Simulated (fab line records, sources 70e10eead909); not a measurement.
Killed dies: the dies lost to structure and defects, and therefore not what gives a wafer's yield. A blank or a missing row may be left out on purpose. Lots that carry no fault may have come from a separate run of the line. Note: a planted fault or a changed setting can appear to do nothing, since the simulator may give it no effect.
Chamber matching | flow nand harc | rie diel-01 running NHARC_A_BLC_DESCUM_15: 4 sister chambers
The step chemistry O2, time 3 s. 8 wafers are shown with their chamber, then 10 later ones without.

== WAFERS WITH THEIR CHAMBER ==
wafer  | chamber | o2 flow sccm (sccm) | oes product au (a.u.)
L077.2 | 3       | 197.8               | 1.004
L079.6 | 3       | 199.4               | 0.997
L082.1 | 2       | 199.7               | 0.996
L085.3 | 0       | 200.8               | 1.020
L085.5 | 2       | 199.5               | 1.003
L085.6 | 1       | 200.8               | 1.008
L087.2 | 0       | 200.8               | 0.995
L087.5 | 1       | 199.1               | 1.005

== WAFERS WHOSE CHAMBER IS MISSING ==
wafer  | o2 flow sccm (sccm) | oes product au (a.u.)
L087.6 | 200.3               | 0.984
L091.2 | 200.7               | 0.994
L091.3 | 199.5               | 1.012
L091.5 | 200.4               | 1.003
L094.2 | 200.4               | 0.996
L094.4 | 200.1               | 0.987
L094.6 | 200.2               | 0.988
L096.2 | 199.8               | 1.006
L096.3 | 200.7               | 1.003
L096.5 | 199.8               | 1.011

== WHICH CHAMBER EACH ONE RAN IN ==
wafer  | from the rows above               | in truth
L087.6 | can't be placed: 2 or 1 or 0 or 3 | 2
L091.2 | can't be placed: 0 or 2 or 1 or 3 | 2
L091.3 | can't be placed: 1 or 2 or 3 or 0 | 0
L091.5 | can't be placed: 1 or 0 or 2 or 3 | 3
L094.2 | can't be placed: 2 or 1 or 0 or 3 | 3
L094.4 | can't be placed: 2 or 1 or 3 or 0 | 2
L094.6 | can't be placed: 2 or 1 or 0 or 3 | 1
L096.2 | can't be placed: 1 or 2 or 0 or 3 | 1
L096.3 | can't be placed: 0 or 1 or 2      | 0
L096.5 | can't be placed: 1 or 2 or 0 or 3 | 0
Correctly placed: 0 of 10. Can't be placed from these rows: 10 (the true chamber is among the candidates in 10). Number placed wrongly: 0.
How it was worked out, from the rows above alone: a wafer's distance from a chamber is the root of the sum, over the readings, of the square of ((its reading less the chamber's mean) divided by the reading's scatter). If the next closest chamber is less than 2 further off than the closest, the wafer can't be placed; otherwise it belongs to the closest. The mean given for a chamber averages the wafers shown for that chamber. How the scatter is found: for the shown wafers, subtract from each reading the mean of its chamber, square and add these, divide the total by (wafers less chambers), then take the root.
